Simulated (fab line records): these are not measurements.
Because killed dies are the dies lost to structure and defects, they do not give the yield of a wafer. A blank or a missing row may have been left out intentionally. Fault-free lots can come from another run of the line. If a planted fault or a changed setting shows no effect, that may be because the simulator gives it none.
fab line records ; flow nand-harc
record: lots: 14; wafers: 42; last-day: 24
route steps=1159 shown A_BLC@990 A_M0@1001
lots with no fault: from the same line, run without faults
start-h: hours from the record's opening day to when the first of the lot's shown wafers began ; wait-h: hours since the lot's step before ; " unchanged from the row above ; L1.1+2: a row that stands for several wafers ; - either no value or no given start ; * or withheld: withheld ; < > ~ a bound
route shown NAME@n: NAME is a module with steps in the file, n the number in the route of the first one ; usual: mean/standard deviation of fault-free wafers ; same: alike in all rows ; chamber/n: place in a boat ; sites: readings site by site ; _std_site: standard deviation of those values ; _edge_site: outer sites' mean less inner sites' ; radius-mm: how far each site lies from the wafer's centre ; mask NAME#n: copy n ; behind: the tool/chamber that last shaped the wafer ; hold: reason for holding the lot/hours on hold/outcome of the hold ; device: which transistor (n, p or np) failed to switch ; end of line: the same wafers' tests at the end of the route ; step lacking rows: just its recipe ; killed: dies lost to structure and defects at the first sort, not the wafer's yield ; map: per-die view of a wafer (x killed, . not killed, _ where there is no die)
set.NAME: the setting the step ran with; set.NAME@STEP: the setting that earlier step ran with ; model.NAME: the simulator's own value behind a step, which no gauge read
the route's steps for a sample of lots (tables are steps, rows are wafers)
services: when a tool's chamber went out of use (start-h, in hours from the record's first day, below 0 if earlier), for how many hours, and the reason
== steps ==
step: NHARC_A_BLC_CMP_25
recipe: t-overpolish-s: 30; target-thk-nm: 150
usual: motor-current-A: 12.3/1; overpolish-run-s: 30.001/0.0093; pad-life-wafers: 312/150; time-to-endpoint-s: 29/3.2
lot.wafer;tool;chamber;start-h;wait-h;motor-current-A;overpolish-run-s;pad-life-wafers;time-to-endpoint-s
L592.2;cmp-01;2;402.58;0.5;10.6;30.009;120;25
L592.3;cmp-01;3;402.58;0.5;11.3;29.997;121;24
L592.4;cmp-01;0;402.58;0.5;13.3;29.999;122;34
L591.1;cmp-03;1;403.38;0.4;11.5;29.989;247;28
L591.5;cmp-03;0;403.38;0.4;13.5;30.003;-;29
L591.6;cmp-03;1;403.38;0.4;10.5;30.003;-;28
L593.2;cmp-03;1;404.53;0.4;11.1;30.002;252;31
L593.4;cmp-03;3;404.53;0.4;11.3;30.001;254;31
L593.1;cmp-03;0;404.53;0.4;13.4;30.009;255;32
L596.3;cmp-02;3;409.19;0.3;12.5;29.996;210;25
L596.2;cmp-02;2;409.19;0.3;13.1;29.979;213;28
L596.6;cmp-02;0;409.19;0.3;12.3;29.993;-;29
L595.3;cmp-02;1;413.67;0.4;11.4;29.989;249;30
L595.6;cmp-02;2;413.67;0.4;12.9;29.995;-;29
L595.5;cmp-02;3;413.67;0.4;13.0;29.997;-;26
L594.2;cmp-01;3;419.39;0.5;11.6;30.008;241;27
L594.3;cmp-01;1;419.39;0.5;13.4;30.005;243;29
L594.5;cmp-01;2;419.39;0.5;11.7;29.989;-;28
L597.2;cmp-01;0;427.89;0.5;12.6;30.017;283;36
L597.1;cmp-01;2;427.89;0.5;11.0;29.983;285;30
L597.6;cmp-01;3;427.89;0.5;11.0;30.015;-;25
L605.1;cmp-02;2;464.61;0.5;12.9;29.997;517;30
L605.4;cmp-02;0;464.61;0.5;12.6;29.993;519;33
L605.5;cmp-02;2;464.61;0.5;11.9;29.999;-;30
L604.2;cmp-01;0;465.03;0.5;12.5;29.993;576;37
L604.3;cmp-01;2;465.03;0.5;11.8;29.982;578;28
L604.4;cmp-01;3;465.03;0.5;11.3;30.026;579;26
L603.4;cmp-01;2;472.34;0.3;11.4;30.015;631;26
L603.3;cmp-01;0;472.34;0.3;12.3;29.996;633;35
L603.5;cmp-01;2;472.34;0.3;11.5;29.983;-;25
L611.1;cmp-01;3;503.88;0.4;11.3;30.014;109;24
L611.4;cmp-01;0;503.88;0.4;13.0;30.007;110;33
L611.6;cmp-01;3;503.88;0.4;11.7;29.997;-;23
L610.1;cmp-02;2;504.28;0.4;12.8;29.993;180;33
L610.5;cmp-02;2;504.28;0.4;12.2;30.001;-;33
L610.6;cmp-02;3;504.28;0.4;13.9;30.015;-;26
L614.2;cmp-03;3;532.07;0.5;11.8;30.008;445;32
L614.3;cmp-03;1;532.07;0.5;10.9;30.015;447;31
L614.5;cmp-03;3;532.07;0.5;11.0;30.006;-;28
L613.4;cmp-01;1;534.30;0.3;13.5;30.014;266;25
L613.3;cmp-01;2;534.30;0.3;11.7;30.011;267;29
L613.6;cmp-01;3;534.30;0.3;11.4;30.012;-;23
step: NHARC_A_M0_EXPOSE_06
recipe: na: 1.35; target-cd-nm: 80; dose-mj: 83.25; mask-id: A_M0
usual: exposure-dose-mJ-cm2: 83.25/0.083; focus-offset-nm: 0.0/0.53
lot.wafer;tool;chamber;start-h;wait-h;mask;exposure-dose-mJ-cm2;focus-offset-nm
L592.2;arfi-scanner-02;0;403.63;-;A_M0#0;83.34;-0.5
L592.3;arfi-scanner-02;0;403.63;-;A_M0#0;83.25;-0.5
L592.4;arfi-scanner-02;0;403.63;-;A_M0#0;83.23;-0.3
L591.1;arfi-scanner-03;0;404.66;-;A_M0#0;83.34;0.2
L591.5;arfi-scanner-03;0;404.66;-;A_M0#0;83.49;0.4
L591.6;arfi-scanner-03;0;404.66;-;A_M0#0;83.44;0.2
L593.1;arfi-scanner-03;0;405.57;-;A_M0#0;83.28;0.0
L593.2;arfi-scanner-03;0;405.57;-;A_M0#0;83.25;0.5
L593.4;arfi-scanner-03;0;405.57;-;A_M0#0;83.33;-1.0
L596.2;arfi-scanner-01;0;410.36;-;A_M0#0;83.39;0.5
L596.3;arfi-scanner-01;0;410.36;-;A_M0#0;83.43;0.7
L596.6;arfi-scanner-01;0;410.36;-;A_M0#0;83.32;-0.3
L595.3;arfi-scanner-02;0;414.78;-;A_M0#0;83.23;0.0
L595.5;arfi-scanner-02;0;414.78;-;A_M0#0;83.14;0.1
L595.6;arfi-scanner-02;0;414.78;-;A_M0#0;83.09;0.6
L594.2;arfi-scanner-02;0;420.42;-;A_M0#0;83.33;-0.2
L594.3;arfi-scanner-02;0;420.42;-;A_M0#0;83.29;-0.2
L594.5;arfi-scanner-02;0;420.42;-;A_M0#0;83.24;0.0
L597.1;arfi-scanner-03;0;429.03;-;A_M0#0;83.35;0.6
L597.2;arfi-scanner-03;0;429.03;-;A_M0#0;83.37;0.6
L597.6;arfi-scanner-03;0;429.03;-;A_M0#0;83.21;-0.5
L605.1;arfi-scanner-03;0;465.75;-;A_M0#0;66.74;-0.3
L605.4;arfi-scanner-03;0;465.75;-;A_M0#0;66.72;0.9
L605.5;arfi-scanner-03;0;465.75;-;A_M0#0;66.70;0.0
L604.2;arfi-scanner-03;0;466.07;-;A_M0#0;69.99;0.0
L604.3;arfi-scanner-03;0;466.07;-;A_M0#0;70.05;-0.3
L604.4;arfi-scanner-03;0;466.07;-;A_M0#0;69.94;-0.7
L603.3;arfi-scanner-03;0;473.37;-;A_M0#0;72.67;0.7
L603.4;arfi-scanner-03;0;473.37;-;A_M0#0;72.74;0.4
L603.5;arfi-scanner-03;0;473.37;-;A_M0#0;72.72;0.7
L611.1;arfi-scanner-01;0;505.05;-;A_M0#0;83.29;0.1
L611.4;arfi-scanner-01;0;505.05;-;A_M0#0;83.25;0.5
L611.6;arfi-scanner-01;0;505.05;-;A_M0#0;83.35;0.4
L610.1;arfi-scanner-02;0;505.47;-;A_M0#0;83.28;-0.4
L610.5;arfi-scanner-02;0;505.47;-;A_M0#0;83.33;-0.8
L610.6;arfi-scanner-02;0;505.47;-;A_M0#0;83.24;-0.5
L614.2;arfi-scanner-02;0;533.22;-;A_M0#0;83.34;-0.7
L614.3;arfi-scanner-02;0;533.22;-;A_M0#0;83.20;-1.0
L614.5;arfi-scanner-02;0;533.22;-;A_M0#0;83.25;-1.3
L613.3;arfi-scanner-01;0;535.43;-;A_M0#0;83.27;0.3
L613.4;arfi-scanner-01;0;535.43;-;A_M0#0;83.13;-0.5
L613.6;arfi-scanner-01;0;535.43;-;A_M0#0;83.27;0.3
step: NHARC_A_M0_CD_MEAS_09
recipe: target-cd-nm: 80; landing-energy-ev: 500
usual: cd-nm: 80.0/0.89
lot.wafer;tool;chamber;start-h;wait-h;cd-nm
L592.2;cd-sem-02;0;403.77;-;80.8
L592.3;cd-sem-02;0;403.77;-;81.0
L592.4;cd-sem-02;0;403.77;-;81.3
L591.1;cd-sem-01;0;404.80;-;81.0
L591.5;cd-sem-01;0;404.80;-;81.0
L591.6;cd-sem-01;0;404.80;-;80.1
L593.1;cd-sem-02;0;405.71;-;80.0
L593.2;cd-sem-02;0;405.71;-;79.7
L593.4;cd-sem-02;0;405.71;-;78.1
L596.2;cd-sem-02;0;410.49;-;81.6
L596.3;cd-sem-02;0;410.49;-;80.4
L596.6;cd-sem-02;0;410.49;-;81.3
L595.3;cd-sem-03;0;414.91;-;80.4
L595.5;cd-sem-03;0;414.91;-;79.0
L595.6;cd-sem-03;0;414.91;-;80.4
L594.2;cd-sem-03;0;420.56;-;79.2
L594.3;cd-sem-03;0;420.56;-;80.2
L594.5;cd-sem-03;0;420.56;-;80.9
L597.1;cd-sem-01;0;429.18;-;79.0
L597.2;cd-sem-01;0;429.18;-;79.9
L597.6;cd-sem-01;0;429.18;-;79.6
L605.1;cd-sem-03;0;465.89;-;64.6
L605.4;cd-sem-03;0;465.89;-;66.1
L605.5;cd-sem-03;0;465.89;-;64.2
L604.2;cd-sem-03;0;466.21;-;66.9
L604.3;cd-sem-03;0;466.21;-;68.4
L604.4;cd-sem-03;0;466.21;-;67.8
L603.3;cd-sem-01;0;473.50;-;72.1
L603.4;cd-sem-01;0;473.50;-;71.2
L603.5;cd-sem-01;0;473.50;-;73.2
L611.1;cd-sem-02;0;505.19;-;79.8
L611.4;cd-sem-02;0;505.19;-;80.8
L611.6;cd-sem-02;0;505.19;-;79.9
L610.1;cd-sem-02;0;505.61;-;79.1
L610.5;cd-sem-02;0;505.61;-;78.6
L610.6;cd-sem-02;0;505.61;-;78.9
L614.2;cd-sem-01;0;533.36;-;80.8
L614.3;cd-sem-01;0;533.36;-;80.0
L614.5;cd-sem-01;0;533.36;-;78.3
L613.3;cd-sem-02;0;535.57;-;77.9
L613.4;cd-sem-02;0;535.57;-;79.7
L613.6;cd-sem-02;0;535.57;-;80.3
step: NHARC_A_M0_DESCUM_14
recipe: time-s: 3; o2-flow-sccm: 200; ar-flow-sccm: 0; bias-power-w: 0; chemistry: O2
usual: drypump-motor-current-A: 5.5/0.38; mfc-ar-sccm: 0.003/0.0057; oes-product-au: 1.000/0.014; rf-vpp-V: 57.8/0.98; showerhead-plenum-p-Torr: 1.95/0.076; throttle-valve-pct: 11.312/0.0099
lot.wafer;tool;chamber;start-h;wait-h;drypump-motor-current-A;mfc-ar-sccm;oes-product-au;rf-hours-counter-h;rf-vpp-V;showerhead-plenum-p-Torr;throttle-valve-pct
L592.4;rie-diel-08;2;403.95;0.1;4.8;0;1.009;6;58.5;1.99;11.302
L592.3;rie-diel-08;3;403.95;0.1;5.1;0.001;0.985;7;56.2;1.80;11.292
L592.2;rie-diel-08;1;403.95;0.1;5.4;0;0.999;4;58.1;1.97;11.309
L591.1;rie-diel-08;2;405.02;0.1;4.8;0;1.002;6;58.2;1.99;11.305
L591.6;rie-diel-08;3;405.02;0.1;5.1;0.001;0.986;-;57.0;1.80;11.316
L591.5;rie-diel-08;0;405.02;0.1;5.8;0;1.014;-;58.0;1.93;11.327
L593.1;rie-diel-03;1;405.90;0.1;5.6;0;0.998;0;59.5;2.04;11.301
L593.4;rie-diel-03;2;405.90;0.1;5.8;0.019;1.002;0;59.2;1.95;11.310
L593.2;rie-diel-03;0;405.90;0.1;5.5;0;0.999;0;59.0;1.99;11.308
L596.2;rie-diel-01;1;410.70;0.1;6.3;0.008;1.012;8;57.5;1.92;11.311
L596.3;rie-diel-01;2;410.70;0.1;5.2;0;1.016;8;59.9;2.06;11.316
L596.6;rie-diel-01;0;410.70;0.1;6.0;0.003;0.999;-;56.5;1.80;11.328
L595.3;rie-diel-03;2;415.10;0.1;5.8;0.019;0.999;1;56.0;1.95;11.310
L595.5;rie-diel-03;1;415.10;0.1;5.5;0;1.014;-;56.8;2.04;11.287
L595.6;rie-diel-03;2;415.10;0.1;5.9;0.019;1.004;-;57.9;1.95;11.322
L594.2;rie-diel-08;2;420.76;0.1;4.8;0;0.995;8;57.2;1.99;11.296
L594.3;rie-diel-08;3;420.76;0.1;5.1;0.001;0.977;9;57.7;1.80;11.303
L594.5;rie-diel-08;2;420.76;0.1;4.9;0;0.998;-;57.8;1.99;11.297
L597.1;rie-diel-03;3;429.38;0.1;5.8;0;1.003;2;60.1;1.97;11.317
L597.2;rie-diel-03;0;429.38;0.1;5.4;0;1.004;2;55.6;1.99;11.310
L597.6;rie-diel-03;2;429.38;0.1;5.9;0.019;0.990;-;58.9;1.95;11.318
L605.1;rie-diel-03;2;466.07;0.1;5.9;0.019;0.994;4;58.0;1.95;11.312
L605.4;rie-diel-03;0;466.07;0.1;5.4;0;0.998;4;59.4;1.99;11.323
L605.5;rie-diel-03;2;466.07;0.1;5.9;0.019;0.987;-;56.8;1.95;11.320
L604.2;rie-diel-01;2;466.39;0.1;5.2;0;1.015;13;58.2;2.05;11.327
L604.3;rie-diel-01;3;466.39;0.1;5.9;0.004;1.013;12;58.7;1.99;11.308
L604.4;rie-diel-01;1;466.39;0.1;6.3;0.008;0.987;12;57.8;1.92;11.324
L603.4;rie-diel-08;2;473.68;0.1;4.8;0;1.014;11;58.7;1.99;11.320
L603.3;rie-diel-08;3;473.68;0.1;5.1;0.001;0.991;12;59.0;1.79;11.313
L603.5;rie-diel-08;3;473.68;0.1;5.1;0.001;0.991;-;57.5;1.79;11.331
L611.4;rie-diel-08;3;505.38;0.1;5.1;0.001;0.979;2;57.1;1.79;11.314
L611.1;rie-diel-08;1;505.38;0.1;5.4;0;0.995;2;55.2;1.97;11.301
L611.6;rie-diel-08;0;505.38;0.1;5.8;0;1.013;-;58.3;1.93;11.304
L610.1;rie-diel-01;1;505.81;0.1;6.3;0.008;1.006;0;57.7;1.92;11.293
L610.6;rie-diel-01;0;505.81;0.1;6.0;0.003;1.003;-;57.0;1.80;11.299
L610.5;rie-diel-01;1;505.81;0.1;6.3;0.008;0.991;-;57.0;1.92;11.309
L614.3;rie-diel-08;0;533.55;0.1;5.8;0;1.016;3;57.0;1.93;11.291
L614.2;rie-diel-08;2;533.55;0.1;4.8;0;1.031;4;57.3;1.99;11.308
L614.5;rie-diel-08;0;533.55;0.1;5.9;0;1.021;-;59.7;1.93;11.317
L613.3;rie-diel-03;3;535.75;0.1;5.8;0;0.993;9;58.0;1.97;11.314
L613.4;rie-diel-03;0;535.75;0.1;5.4;0;1.008;9;58.7;1.99;11.309
L613.6;rie-diel-03;3;535.75;0.1;5.8;0;0.985;-;58.0;1.97;11.297
step: NHARC_A_M0_STRIP_18
recipe: power-w: 1000; n2-flow-sccm: 150; h2-flow-sccm: 150; ar-flow-sccm: 0; bias-w: 0; chemistry: N2/H2
usual: drypump-motor-current-A: 5.7/0.43; h2-flow-sccm: 149.9/0.42; mfc-ar-sccm: 0.003/0.0046; oes-product-au: 1.003/0.012; rf-vpp-V: 90.9/1; showerhead-plenum-p-Torr: 2.08/0.093; throttle-valve-pct: 14.170/0.0094
lot.wafer;tool;chamber;start-h;wait-h;drypump-motor-current-A;h2-flow-sccm;mfc-ar-sccm;oes-product-au;rf-hours-counter-h;rf-vpp-V;showerhead-plenum-p-Torr;throttle-valve-pct
L592.2;rie-diel-01;3;404.34;0.1;5.9;150.1;0.004;1.015;6;92.4;2.13;14.165
L592.3;rie-diel-01;1;404.34;0.1;6.3;149.5;0.008;1.011;7;90.8;2.05;14.160
L592.4;rie-diel-01;2;404.34;0.1;5.2;150.1;0;1.006;8;92.7;2.20;14.161
L591.1;rie-diel-01;3;405.44;0.1;5.8;150.0;0.004;1.008;6;91.5;2.13;14.176
L591.6;rie-diel-01;0;405.44;0.1;6.0;149.4;0.003;0.988;-;89.4;1.92;14.164
L591.5;rie-diel-01;1;405.44;0.1;6.3;148.9;0.008;1.005;-;91.1;2.05;14.186
L593.1;rie-diel-08;1;406.27;0.1;5.4;150.7;0;0.995;5;90.2;2.10;14.164
L593.2;rie-diel-08;2;406.27;0.1;4.9;150.3;0;1.003;6;89.2;2.12;14.176
L593.4;rie-diel-08;0;406.27;0.1;5.9;150.2;0;1.002;6;92.1;2.06;14.175
L596.3;rie-diel-08;2;411.05;0.1;4.9;150.3;0;0.998;7;91.1;2.12;14.166
L596.2;rie-diel-08;3;411.05;0.1;5.1;150.3;0.001;0.996;8;88.2;1.91;14.180
L596.6;rie-diel-08;2;411.05;0.1;4.8;149.8;0;1.015;-;92.2;2.12;14.176
L595.3;rie-diel-01;1;415.47;0.1;6.3;149.6;0.008;1.003;8;89.4;2.05;14.165
L595.5;rie-diel-01;1;415.47;0.1;6.3;149.5;0.008;1.000;-;90.6;2.05;14.173
L595.6;rie-diel-01;2;415.47;0.1;5.2;150.2;0;1.011;-;90.8;2.20;14.167
L594.3;rie-diel-01;1;421.15;0.1;6.3;149.9;0.008;0.993;8;88.9;2.05;14.171
L594.2;rie-diel-01;3;421.15;0.1;5.9;150.1;0.004;1.018;7;91.4;2.13;14.162
L594.5;rie-diel-01;0;421.15;0.1;6.0;150.6;0.003;0.983;-;90.2;1.91;14.166
L597.2;rie-diel-01;1;429.76;0.1;6.2;150.0;0.008;0.993;9;90.8;2.05;14.186
L597.1;rie-diel-01;3;429.76;0.1;5.9;150.2;0.004;1.020;9;92.6;2.13;14.169
L597.6;rie-diel-01;1;429.76;0.1;6.3;149.8;0.008;0.998;-;91.9;2.05;14.164
L605.1;rie-diel-01;3;466.50;0.1;5.9;149.9;0.004;1.002;12;91.4;2.12;14.163
L605.4;rie-diel-01;0;466.50;0.1;6.0;149.8;0.003;1.000;10;89.0;1.91;14.185
L605.5;rie-diel-01;1;466.50;0.1;6.3;149.5;0.008;0.995;-;89.2;2.05;14.169
L604.3;rie-diel-03;0;466.91;0.1;5.4;149.6;0;1.007;4;90.1;2.12;14.165
L604.2;rie-diel-03;1;466.91;0.1;5.6;149.9;0;1.020;4;90.6;2.18;14.171
L604.4;rie-diel-03;2;466.91;0.1;5.9;150.7;0.019;0.993;4;91.3;2.08;14.164
L603.3;rie-diel-01;1;474.06;0.1;6.3;149.6;0.008;1.006;12;91.8;2.05;14.170
L603.4;rie-diel-01;0;474.06;0.1;6.0;149.5;0.003;1.005;10;90.2;1.91;14.171
L603.5;rie-diel-01;1;474.06;0.1;6.2;149.8;0.008;1.013;-;91.5;2.05;14.191
L611.1;rie-diel-03;2;505.75;0.1;5.9;150.2;0.019;0.989;7;91.9;2.07;14.171
L611.4;rie-diel-03;1;505.75;0.1;5.6;149.6;0;1.015;7;90.4;2.18;14.181
L611.6;rie-diel-03;2;505.75;0.1;5.9;149.8;0.019;0.999;-;90.5;2.07;14.170
L610.1;rie-diel-01;1;506.25;0.1;6.3;150.3;0.008;0.999;0;91.0;2.05;14.164
L610.5;rie-diel-01;2;506.25;0.1;5.2;149.3;0;1.005;-;90.6;2.19;14.174
L610.6;rie-diel-01;3;506.25;0.1;5.9;150.5;0.004;1.017;-;91.3;2.12;14.155
L614.2;rie-diel-03;0;533.92;0.1;5.5;149.6;0;0.999;9;91.6;2.12;14.171
L614.3;rie-diel-03;1;533.92;0.1;5.6;149.1;0;1.026;9;91.9;2.18;14.172
L614.5;rie-diel-03;0;533.92;0.1;5.5;150.0;0;0.996;-;90.9;2.12;14.161
L613.3;rie-diel-08;3;536.15;0.1;5.1;149.6;0.001;0.978;4;89.1;1.91;14.150
L613.4;rie-diel-08;0;536.15;0.1;5.8;150.7;0;1.018;4;89.7;2.06;14.170
L613.6;rie-diel-08;2;536.15;0.1;4.9;149.5;0;1.027;-;90.9;2.12;14.154
== services ==
tool;chamber;start-h;hours;kind
rie-diel-08;1;380.65;17.5;repair
rie-diel-08;0;380.84;11.5;repair
rie-diel-03;3;385.29;3.2;repair
cmp-03;-;385.61;0.4;repair
rie-diel-03;3;391.38;6.3;repair
rie-diel-03;-;392.30;9.0;pm
cmp-01;-;393.03;0.5;repair
cmp-01;-;406.53;0.5;repair
rie-diel-03;-;409.96;2.4;repair
arfi-scanner-01;-;416.49;1.0;repair
cmp-01;-;420.98;1.8;repair
cmp-03;-;421.16;0.7;repair
cmp-02;-;424.44;1.6;repair
arfi-scanner-01;-;424.56;4.3;repair
arfi-scanner-02;-;428.00;4.0;pm
cmp-02;-;441.75;1.7;repair
rie-diel-08;2;450.55;1.4;repair
cmp-02;-;467.01;4.0;pm
rie-diel-03;-;467.09;0.6;repair
cmp-01;-;474.13;4.0;pm
rie-diel-08;-;478.80;9.0;pm
arfi-scanner-03;-;484.00;4.0;pm
rie-diel-01;-;491.87;9.0;pm
cmp-02;-;535.21;0.8;repair
== key ==
first-sign: step: NHARC_A_M0_EXPOSE_06; reading: exposure-dose-mJ-cm2; direction: down; sigmas: 99+; usual: 83.25; struck: 69.81
effect: step: NHARC_A_M0_CD_MEAS_09; reading: cd-nm; direction: down; sigmas: 13; usual: 80.0; struck: 68.3; through: control-loop
met-at NHARC_A_M0_EXPOSE_06
struck-lots L603,L604,L605
later-rows-left-out L605.1,L605.5
sort-left-out L603.3,L603.4,L603.5,L604.2,L604.3,L604.4,L605.1,L605.4,L605.5
loop-trim: step: NHARC_A_M0_EXPOSE_06; setting: dose; lots: L603,L604
not-acting-at NHARC_A_BLC_CMP_25,NHARC_A_M0_DESCUM_14,NHARC_A_M0_STRIP_18
onset-between 429.03 465.75
fault: kind: process-parameter-drift; tool: arfi-scanner-03; chamber: -; onset-h: 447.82; steps: NHARC_A_M0_EXPOSE_06; channel: dose-mj; offset: -16.519; shape: step; acts-in: these-recipes-only; stated: 83.25
sort-left-out: the simulated sort isn't trusted on such a fault, so these wafers' sort isn't shown, and their yield isn't known
later-rows-left-out: the simulator's readings of these wafers behind a module that went badly wrong aren't trusted and aren't shown, but for the sort
loop-trim: a control loop set the setting to another value than it would have without faults
